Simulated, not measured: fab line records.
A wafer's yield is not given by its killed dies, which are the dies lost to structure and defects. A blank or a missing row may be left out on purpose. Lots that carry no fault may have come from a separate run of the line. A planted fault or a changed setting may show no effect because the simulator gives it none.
Matching of chambers / flow nand-harc / NHARC_P_M1_STRIP_18 on rie-diel-05: 4 sister chambers
The step strips in N2/H2. 20 wafers are shown with their chamber, then 10 later ones without.

WAFERS, EACH WITH ITS CHAMBER
wafer=L075.2; chamber=1; showerhead-plenum-p-Torr (Torr)=1.90; drypump-motor-current-A (A)=5.3; power-w (W)=1002
wafer=L075.3; chamber=2; showerhead-plenum-p-Torr (Torr)=2.01; drypump-motor-current-A (A)=5.0; power-w (W)=1003
wafer=L075.6; chamber=3; showerhead-plenum-p-Torr (Torr)=2.14; drypump-motor-current-A (A)=5.4; power-w (W)=1000
wafer=L076.1; chamber=0; showerhead-plenum-p-Torr (Torr)=2.03; drypump-motor-current-A (A)=5.9; power-w (W)=993
wafer=L076.4; chamber=3; showerhead-plenum-p-Torr (Torr)=2.14; drypump-motor-current-A (A)=5.4; power-w (W)=1000
wafer=L076.6; chamber=1; showerhead-plenum-p-Torr (Torr)=1.90; drypump-motor-current-A (A)=5.2; power-w (W)=1005
wafer=L082.2; chamber=0; showerhead-plenum-p-Torr (Torr)=2.03; drypump-motor-current-A (A)=5.9; power-w (W)=996
wafer=L082.3; chamber=1; showerhead-plenum-p-Torr (Torr)=1.90; drypump-motor-current-A (A)=5.2; power-w (W)=999
wafer=L082.4; chamber=3; showerhead-plenum-p-Torr (Torr)=2.14; drypump-motor-current-A (A)=5.5; power-w (W)=999
wafer=L083.1; chamber=0; showerhead-plenum-p-Torr (Torr)=2.03; drypump-motor-current-A (A)=5.9; power-w (W)=998
wafer=L083.2; chamber=3; showerhead-plenum-p-Torr (Torr)=2.14; drypump-motor-current-A (A)=5.5; power-w (W)=1001
wafer=L083.3; chamber=2; showerhead-plenum-p-Torr (Torr)=2.01; drypump-motor-current-A (A)=5.0; power-w (W)=1000
wafer=L087.2; chamber=0; showerhead-plenum-p-Torr (Torr)=2.02; drypump-motor-current-A (A)=5.9; power-w (W)=997
wafer=L087.4; chamber=2; showerhead-plenum-p-Torr (Torr)=2.01; drypump-motor-current-A (A)=5.0; power-w (W)=1002
wafer=L087.5; chamber=2; showerhead-plenum-p-Torr (Torr)=2.01; drypump-motor-current-A (A)=5.0; power-w (W)=1000
wafer=L088.1; chamber=2; showerhead-plenum-p-Torr (Torr)=2.01; drypump-motor-current-A (A)=5.0; power-w (W)=1003
wafer=L088.2; chamber=0; showerhead-plenum-p-Torr (Torr)=2.02; drypump-motor-current-A (A)=5.9; power-w (W)=994
wafer=L088.6; chamber=0; showerhead-plenum-p-Torr (Torr)=2.02; drypump-motor-current-A (A)=5.9; power-w (W)=996
wafer=L090.2; chamber=2; showerhead-plenum-p-Torr (Torr)=2.01; drypump-motor-current-A (A)=5.0; power-w (W)=1001
wafer=L090.5; chamber=2; showerhead-plenum-p-Torr (Torr)=2.01; drypump-motor-current-A (A)=5.0; power-w (W)=1004

SIGNATURES, as means of the wafers listed above
reading=showerhead-plenum-p-Torr; chamber 0=2.0250; chamber 1=1.9000; chamber 2=2.0100; chamber 3=2.1400; scatter within a chamber=0.00306
reading=drypump-motor-current-A; chamber 0=5.900; chamber 1=5.233; chamber 2=5.000; chamber 3=5.450; scatter within a chamber=0.0323
reading=power-w; chamber 0=995.67; chamber 1=1002.00; chamber 2=1001.86; chamber 3=1000.00; scatter within a chamber=1.81
Rule: a wafer lies at a distance from a chamber equal to the root of the sum of squares, over the readings, of (its reading less the chamber's mean, divided by the reading's scatter). The wafer belongs to the nearest chamber; if the next one is less than 2 further off, it can't be placed. The scatter: the root of (the sum of the squares of (reading less its chamber's mean) over the shown wafers, divided by (wafers less chambers)).

WAFERS WITH NO CHAMBER GIVEN
wafer=L090.6; showerhead-plenum-p-Torr (Torr)=2.14; drypump-motor-current-A (A)=5.4; power-w (W)=1001
wafer=L091.1; showerhead-plenum-p-Torr (Torr)=2.02; drypump-motor-current-A (A)=5.9; power-w (W)=997
wafer=L091.5; showerhead-plenum-p-Torr (Torr)=2.02; drypump-motor-current-A (A)=5.9; power-w (W)=997
wafer=L091.6; showerhead-plenum-p-Torr (Torr)=2.01; drypump-motor-current-A (A)=5.0; power-w (W)=998
wafer=L092.2; showerhead-plenum-p-Torr (Torr)=2.02; drypump-motor-current-A (A)=5.9; power-w (W)=998
wafer=L092.3; showerhead-plenum-p-Torr (Torr)=2.01; drypump-motor-current-A (A)=5.0; power-w (W)=1003
wafer=L092.4; showerhead-plenum-p-Torr (Torr)=2.02; drypump-motor-current-A (A)=5.9; power-w (W)=1001
wafer=L097.1; showerhead-plenum-p-Torr (Torr)=2.02; drypump-motor-current-A (A)=5.9; power-w (W)=996
wafer=L097.2; showerhead-plenum-p-Torr (Torr)=2.14; drypump-motor-current-A (A)=5.4; power-w (W)=1001
wafer=L097.5; showerhead-plenum-p-Torr (Torr)=2.01; drypump-motor-current-A (A)=5.0; power-w (W)=1000

WHICH CHAMBER EACH ONE RAN IN
wafer=L090.6; from the rows above=3; in truth=3
wafer=L091.1; from the rows above=0; in truth=0
wafer=L091.5; from the rows above=0; in truth=0
wafer=L091.6; from the rows above=2; in truth=2
wafer=L092.2; from the rows above=0; in truth=0
wafer=L092.3; from the rows above=2; in truth=2
wafer=L092.4; from the rows above=0; in truth=0
wafer=L097.1; from the rows above=0; in truth=0
wafer=L097.2; from the rows above=3; in truth=3
wafer=L097.5; from the rows above=2; in truth=2
Placed correctly: 10 of 10. From these rows, 0 cannot be placed. Wrongly placed: 0.
